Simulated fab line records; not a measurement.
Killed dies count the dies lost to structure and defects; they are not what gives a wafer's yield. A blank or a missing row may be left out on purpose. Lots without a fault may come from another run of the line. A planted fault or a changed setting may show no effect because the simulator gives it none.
fab line records	flow n5Finfet	part 2 of 2: steps 5 to 6 of 6
[record] lots = 24	wafers = 72	lastDay = 18
route steps=1938 shown PMOS_HMC_CHANNEL_EPI@82 FIN_CUT@175 DUMMY_GATE@231
lots that met no fault: taken from a fault-free run of the same line
startH: hours from the record's first day to the start of the lot's first wafer shown	waitH: hours elapsed since this lot's preceding step	" as in the row above	L1.1+2: one row covering several wafers at once	- either no value or no given start	* or withheld: withheld	< > ~ a bound
route shown NAME@n: a module of which the file shows steps, and the number in the route of the first	usual: mean/standard deviation taken from wafers without a fault	same: alike in all rows	chamber/n: place in a boat	sites: per-site readings	_std_site: how widely they spread, as a standard deviation	_edge_site: mean of outer sites minus mean of inner sites	radiusMm: how far each site lies from the wafer's centre	mask NAME#n: copy n	behind: tool/chamber where the wafer was last shaped	hold: why the lot was held/for how many hours/how that ended	device: the transistor (n, p or np) that didn't switch	end of line: the same wafers' tests at the end of the route	a step given without rows: its recipe and nothing more	killed: not the wafer's yield, but the dies lost to structure and defects at the first sort	map: per-die view of a wafer (x killed, . not killed, _ where there is no die)
set.NAME: the setting as run; set.NAME@STEP: as run at that earlier step	model.NAME: the simulator's own value behind a step, which no gauge read
route steps across a sampled set of lots; one table per step, one row per wafer
services: the hour from which a tool's chamber was out of use, counted from the record's first day as startH (under 0 if before that day), plus the number of hours and why
[[steps]]
[step N5_DUMMY_GATE_ETCH_36]
[recipe] chemistry = CF4	target = SiARC	targetDepthA = 130	pressureMtorr = 40	sourceW = 545	biasW = 36	Ar_flow_sccm = 100	cf4FlowSccm = 100	ionEnergyEv = 80
[usual] drypumpMotorCurrentA = 5.8/0.52	oesProductAu = 0.80/0.092	rfFwdPowerW = 538.7/2.2	rfVppV = 184.5/1.1	showerheadPlenumPTorr = 2.18/0.057	throttleValvePct = 15.54/0.29
lot.wafer	tool	chamber	startH	waitH	drypumpMotorCurrentA	oesProductAu	rfFwdPowerW	rfHoursCounterH	rfVppV	showerheadPlenumPTorr	throttleValvePct
L074.1	rieDiel-04	1	46.86	0.0	6.3	0.76	541.9	149	185.7	2.23	15.30
L074.3	"	2	"	"	5.7	0.77	536.1	111	183.9	2.24	15.87
L074.6	"	0	"	"	5.6	0.75	540.2	-	182.2	2.14	15.86
L075.1	rieDiel-02	2	55.00	0.0	6.6	0.70	539.1	247	184.6	2.20	15.50
L075.4	"	0	"	"	5.1	0.73	535.0	156	184.3	2.13	15.83
L075.5	"	0	"	"	5.1	0.73	538.8	-	182.9	2.13	15.84
L076.2	rieDiel-04	0	60.10	0.0	5.6	0.75	540.6	146	184.2	2.14	15.86
L076.3	"	2	"	"	5.7	0.76	539.5	114	184.8	2.24	15.90
L076.6	"	3	"	"	5.7	0.73	540.0	-	184.6	2.20	15.42
L077.1	rieDiel-02	2	73.13	0.0	6.6	0.69	538.2	253	183.1	2.20	15.52
L077.2	"	0	"	"	5.1	0.72	538.1	163	183.4	2.13	15.85
L077.4	"	2	"	"	6.6	0.69	536.7	-	183.3	2.20	15.52
L078.1	rieDiel-04	2	77.17	0.0	5.7	0.76	540.1	120	184.6	2.24	15.88
L078.2	"	3	"	"	5.8	0.72	540.7	219	185.4	2.20	15.42
L078.6	"	0	"	"	5.6	0.74	539.1	-	183.0	2.14	15.87
L079.1	rieDiel-02	0	81.07	0.0	5.1	0.73	535.6	166	184.5	2.13	15.85
L079.3	"	2	"	"	6.6	0.68	537.3	257	183.2	2.20	15.53
L079.5	"	2	"	"	6.6	0.69	535.1	-	184.5	2.20	15.52
L080.2	rieDiel-03	0	85.98	0.0	5.9	0.77	541.4	135	186.2	2.15	15.62
L080.3	"	1	"	"	6.0	0.76	544.1	141	182.4	2.06	15.73
L080.4	"	3	"	"	5.6	0.96	542.7	6	186.4	2.28	15.24
L081.1	rieDiel-04	3	89.78	0.0	5.7	0.72	540.1	223	183.4	2.19	15.42
L081.3	"	0	"	"	5.6	0.75	539.2	155	184.6	2.14	15.89
L081.6	"	0	"	"	5.6	0.73	538.2	-	186.2	2.14	15.90
L082.2	rieDiel-02	0	95.07	0.0	5.1	0.72	537.3	172	183.2	2.12	15.86
L082.3	"	3	"	"	6.6	0.99	540.6	3	186.0	2.27	15.37
L082.6	"	3	"	"	6.6	1.00	540.7	-	186.8	2.27	15.38
L083.3	rieDiel-02	0	100.85	0.0	5.1	0.72	538.5	174	185.2	2.12	15.89
L083.4	"	1	"	"	5.4	0.89	538.2	-	184.5	2.17	15.19
L083.5	"	0	"	"	5.1	0.72	541.0	-	183.9	2.12	15.87
L084.1	rieDiel-04	2	106.61	0.0	5.7	0.75	535.8	130	184.5	2.23	15.90
L084.2	"	3	"	"	5.7	0.71	541.9	229	186.1	2.19	15.45
L084.5	"	3	"	"	5.7	0.72	539.4	-	185.4	2.19	15.43
L085.2	rieDiel-02	2	115.14	0.0	6.6	0.97	538.6	2	183.7	2.20	15.05
L085.5	"	1	"	"	5.4	0.88	534.5	-	185.0	2.17	15.19
L085.6	"	0	"	"	5.2	0.72	535.4	-	183.2	2.12	15.87
L086.1	rieDiel-02	2	119.51	0.0	6.6	0.95	538.3	3	187.9	2.20	15.04
L086.2	"	3	"	"	6.6	0.95	536.4	11	185.5	2.27	15.39
L086.5	"	3	"	"	6.6	0.96	538.3	-	185.1	2.27	15.41
L087.2	rieDiel-03	3	124.90	0.0	5.7	0.92	540.4	16	186.7	2.28	15.26
L087.4	"	0	"	"	5.9	0.76	541.2	144	184.5	2.15	15.63
L087.6	"	0	"	"	5.9	0.77	539.2	-	185.5	2.15	15.64
L088.1	rieDiel-04	1	130.47	0.0	6.3	0.74	541.7	173	185.4	2.22	15.36
L088.5	"	1	"	"	6.3	0.73	541.6	-	186.6	2.22	15.37
L088.6	"	0	"	"	5.6	0.73	537.5	-	184.7	2.14	15.91
L089.2	rieDiel-04	2	139.30	0.0	5.7	0.74	537.1	138	185.4	2.23	15.93
L089.4	"	0	"	"	5.6	0.73	537.8	169	183.5	2.13	15.92
L089.6	"	2	"	"	5.7	0.74	539.0	-	184.3	2.23	15.91
L091.4	rieDiel-03	0	151.83	0.0	5.9	0.76	536.6	152	184.6	2.14	15.63
L091.5	"	0	"	"	5.9	0.76	536.8	-	182.7	2.14	15.64
L091.6	"	3	"	"	5.6	0.91	539.3	-	185.9	2.27	15.28
L090.1	rieDiel-02	0	152.04	0.0	5.1	0.71	537.8	190	182.8	2.12	15.90
L090.2	"	1	"	"	5.4	0.86	535.3	53	184.3	2.17	15.21
L090.6	"	2	"	"	6.6	0.93	539.8	-	184.8	2.19	15.06
L092.1	rieDiel-03	2	159.91	0.0	5.0	0.80	538.9	96	183.8	2.16	15.71
L092.2	"	1	"	"	6.0	0.75	542.6	161	181.7	2.05	15.78
L092.4	"	3	"	"	5.6	0.90	540.2	26	185.1	2.27	15.27
L093.1	rieDiel-02	2	165.19	0.0	6.6	0.92	535.9	18	185.4	2.19	15.07
L093.3	"	3	"	"	6.6	0.93	540.1	26	185.6	2.26	15.42
L093.4	"	1	"	"	5.4	0.86	538.0	58	182.8	2.17	15.22
L095.2	rieDiel-02	0	173.24	0.0	5.1	0.70	537.3	196	184.0	2.12	15.92
L095.4	"	1	"	"	5.4	0.86	535.2	59	184.5	2.16	15.21
L095.5	"	0	"	"	5.1	0.70	536.2	-	183.0	2.12	15.91
L094.1	rieDiel-02	0	173.44	0.0	5.1	0.71	537.1	196	183.1	2.12	15.92
L094.3	"	1	"	"	5.4	0.86	538.6	59	184.7	2.16	15.20
L094.6	"	1	"	"	5.4	0.86	538.3	-	183.9	2.16	15.23
L096.1	rieDiel-04	2	181.32	0.0	5.7	0.73	540.8	153	185.0	2.23	15.95
L096.4	"	0	"	"	5.6	0.72	542.1	-	184.6	2.13	15.96
L096.5	"	1	"	"	6.3	0.73	543.4	-	185.0	2.21	15.38
L097.1	rieDiel-02	0	185.53	0.0	5.1	0.70	534.5	201	184.4	2.12	15.93
L097.4	"	2	"	"	6.6	0.89	538.4	24	183.7	2.19	15.07
L097.6	"	3	"	"	6.6	0.90	537.1	-	186.9	2.26	15.42
[step N5_DUMMY_GATE_ETCH_37]
[recipe] chemistry = N2/H2	target = SOC	targetDepthA = 600	overetchA = 300	tempC = 40	ionEnergyEv = 200	pressureMtorr = 30	sourceW = 840	biasW = 150	n2FlowSccm = 200	h2FlowSccm = 200
[usual] drypumpMotorCurrentA = 5.8/0.52	oesProductAu = 0.63/0.069	rfFwdPowerW = 831/3.3	rfVppV = 525.5/2.1	showerheadPlenumPTorr = 2.60/0.076	throttleValvePct = 17.76/0.25
lot.wafer	tool	chamber	startH	waitH	drypumpMotorCurrentA	oesProductAu	rfFwdPowerW	rfHoursCounterH	rfVppV	showerheadPlenumPTorr	throttleValvePct
L074.1	rieDiel-04	1	46.90	0.0	6.3	0.61	835	149	527.2	2.66	17.47
L074.3	"	2	"	"	5.7	0.61	832	111	528.2	2.65	17.96
L074.6	"	0	"	"	5.6	0.60	834	-	524.6	2.53	17.93
L075.1	rieDiel-02	2	55.04	0.0	6.6	0.56	825	247	525.3	2.62	17.88
L075.4	"	0	"	"	5.1	0.58	829	156	522.9	2.53	18.09
L075.5	"	0	"	"	5.1	0.58	834	-	523.5	2.53	18.08
L076.2	rieDiel-04	0	60.14	0.0	5.6	0.60	831	146	522.8	2.52	17.94
L076.3	"	2	"	"	5.7	0.60	830	114	527.5	2.65	17.96
L076.6	"	3	"	"	5.8	0.57	833	-	526.3	2.64	17.69
L077.1	rieDiel-02	2	73.17	0.0	6.7	0.56	829	253	524.2	2.62	17.87
L077.2	"	0	"	"	5.1	0.58	830	163	523.4	2.53	18.11
L077.4	"	2	"	"	6.6	0.56	831	-	525.8	2.62	17.86
L078.1	rieDiel-04	2	77.21	0.0	5.7	0.60	831	120	526.5	2.65	17.97
L078.2	"	3	"	"	5.7	0.57	830	219	526.0	2.64	17.70
L078.6	"	0	"	"	5.6	0.60	833	-	522.7	2.52	17.96
L079.1	rieDiel-02	0	81.11	0.0	5.1	0.58	826	166	523.7	2.53	18.12
L079.3	"	2	"	"	6.6	0.55	830	257	524.7	2.62	17.88
L079.5	"	2	"	"	6.6	0.55	827	-	526.6	2.62	17.87
L080.2	rieDiel-03	0	86.02	0.0	5.9	0.62	831	135	523.9	2.55	17.83
L080.3	"	1	"	"	6.0	0.61	838	141	521.6	2.43	17.86
L080.4	"	3	"	"	5.6	0.76	834	6	528.2	2.71	17.47
L081.1	rieDiel-04	3	89.82	0.0	5.8	0.57	835	223	525.0	2.64	17.70
L081.3	"	0	"	"	5.6	0.59	834	155	524.6	2.52	17.96
L081.6	"	0	"	"	5.6	0.59	832	-	523.4	2.52	17.97
L082.2	rieDiel-02	0	95.11	0.0	5.1	0.58	825	172	524.2	2.53	18.11
L082.3	"	3	"	"	6.5	0.78	832	3	529.9	2.72	17.63
L082.6	"	3	"	"	6.6	0.78	831	-	529.2	2.72	17.65
L083.3	rieDiel-02	0	100.89	0.0	5.1	0.57	830	174	523.7	2.53	18.13
L083.4	"	1	"	"	5.4	0.69	826	-	526.2	2.59	17.43
L083.5	"	0	"	"	5.1	0.58	831	-	524.4	2.52	18.12
L084.1	rieDiel-04	2	106.65	0.0	5.7	0.60	832	130	527.3	2.64	17.99
L084.2	"	3	"	"	5.7	0.57	832	229	525.2	2.63	17.71
L084.5	"	3	"	"	5.7	0.56	832	-	525.5	2.63	17.72
L085.2	rieDiel-02	2	115.18	0.0	6.6	0.76	832	2	525.3	2.62	17.47
L085.5	"	1	"	"	5.4	0.69	828	-	525.6	2.59	17.42
L085.6	"	0	"	"	5.2	0.56	827	-	521.3	2.52	18.14
L086.1	rieDiel-02	2	119.55	0.0	6.6	0.76	835	3	526.0	2.62	17.47
L086.2	"	3	"	"	6.6	0.76	836	11	526.7	2.72	17.65
L086.5	"	3	"	"	6.5	0.76	834	-	529.2	2.72	17.66
L087.2	rieDiel-03	3	124.94	0.0	5.7	0.73	832	16	529.4	2.71	17.49
L087.4	"	0	"	"	5.9	0.61	834	144	524.2	2.55	17.85
L087.6	"	0	"	"	5.9	0.62	833	-	523.8	2.55	17.84
L088.1	rieDiel-04	1	130.51	0.0	6.3	0.60	831	173	526.6	2.65	17.51
L088.5	"	1	"	"	6.3	0.59	830	-	527.4	2.64	17.52
L088.6	"	0	"	"	5.6	0.59	833	-	523.9	2.51	17.99
L089.2	rieDiel-04	2	139.34	0.0	5.7	0.59	833	138	527.2	2.64	18.00
L089.4	"	0	"	"	5.6	0.58	832	169	522.2	2.51	18.00
L089.6	"	2	"	"	5.7	0.58	835	-	526.7	2.64	18.00
L091.4	rieDiel-03	0	151.87	0.0	5.9	0.61	829	152	524.8	2.55	17.86
L091.5	"	0	"	"	5.9	0.62	832	-	525.1	2.55	17.87
L091.6	"	3	"	"	5.6	0.71	831	-	528.8	2.70	17.50
L090.1	rieDiel-02	0	152.08	0.0	5.1	0.56	830	190	524.0	2.52	18.15
L090.2	"	1	"	"	5.4	0.68	827	53	525.5	2.58	17.43
L090.6	"	2	"	"	6.6	0.73	826	-	526.2	2.61	17.46
L092.1	rieDiel-03	2	159.95	0.0	5.0	0.65	827	96	524.8	2.55	17.78
L092.2	"	1	"	"	6.0	0.60	837	161	521.0	2.42	17.88
L092.4	"	3	"	"	5.7	0.71	834	26	528.8	2.70	17.51
L093.1	rieDiel-02	2	165.23	0.0	6.6	0.71	827	18	524.3	2.61	17.48
L093.3	"	3	"	"	6.6	0.72	831	26	527.7	2.71	17.67
L093.4	"	1	"	"	5.4	0.67	829	58	525.9	2.58	17.43
L095.2	rieDiel-02	0	173.28	0.0	5.1	0.56	823	196	524.2	2.52	18.18
L095.4	"	1	"	"	5.4	0.66	827	59	525.0	2.58	17.46
L095.5	"	0	"	"	5.1	0.55	827	-	523.2	2.52	18.17
L094.1	rieDiel-02	0	173.48	0.0	5.1	0.55	828	196	524.3	2.52	18.17
L094.3	"	1	"	"	5.4	0.66	826	59	525.3	2.58	17.46
L094.6	"	1	"	"	5.4	0.66	826	-	526.7	2.58	17.46
L096.1	rieDiel-04	2	181.36	0.0	5.7	0.58	828	153	527.4	2.63	18.03
L096.4	"	0	"	"	5.6	0.58	835	-	523.6	2.51	18.02
L096.5	"	1	"	"	6.3	0.59	836	-	526.5	2.64	17.54
L097.1	rieDiel-02	0	185.57	0.0	5.1	0.55	827	201	522.4	2.51	18.16
L097.4	"	2	"	"	6.6	0.70	830	24	524.9	2.61	17.50
L097.6	"	3	"	"	6.6	0.71	829	-	529.2	2.71	17.68
[[services]]
tool	chamber	startH	hours	kind
rieDiel-02	1	20.97	6.6	repair
rieDiel-02	3	25.41	6.7	repair
rieDiel-03	3	46.62	-	clean
rieDiel-03	3	46.62	-	consumableReplace:focusRing
rieDiel-03	3	46.62	-	consumableReplace:showerhead
rieDiel-03	3	46.62	15.6	scheduledDown
rieDiel-03	3	46.62	15.6	ventCycle
rieDiel-02	3	58.62	-	clean
rieDiel-02	3	58.62	-	consumableReplace:focusRing
rieDiel-02	3	58.62	-	consumableReplace:showerhead
rieDiel-02	2	87.28	-	clean
rieDiel-02	2	87.28	-	consumableReplace:focusRing
rieDiel-02	2	87.28	19.8	scheduledDown
rieDiel-02	2	87.28	19.8	ventCycle
rieDiel-03	-	163.99	0.5	repair
rieDiel-03	2	175.88	5.3	repair
rieDiel-04	3	179.20	-	clean
rieDiel-04	3	179.20	-	consumableReplace:focusRing
rieDiel-04	3	179.20	17.8	scheduledDown
rieDiel-04	3	179.20	17.8	ventCycle
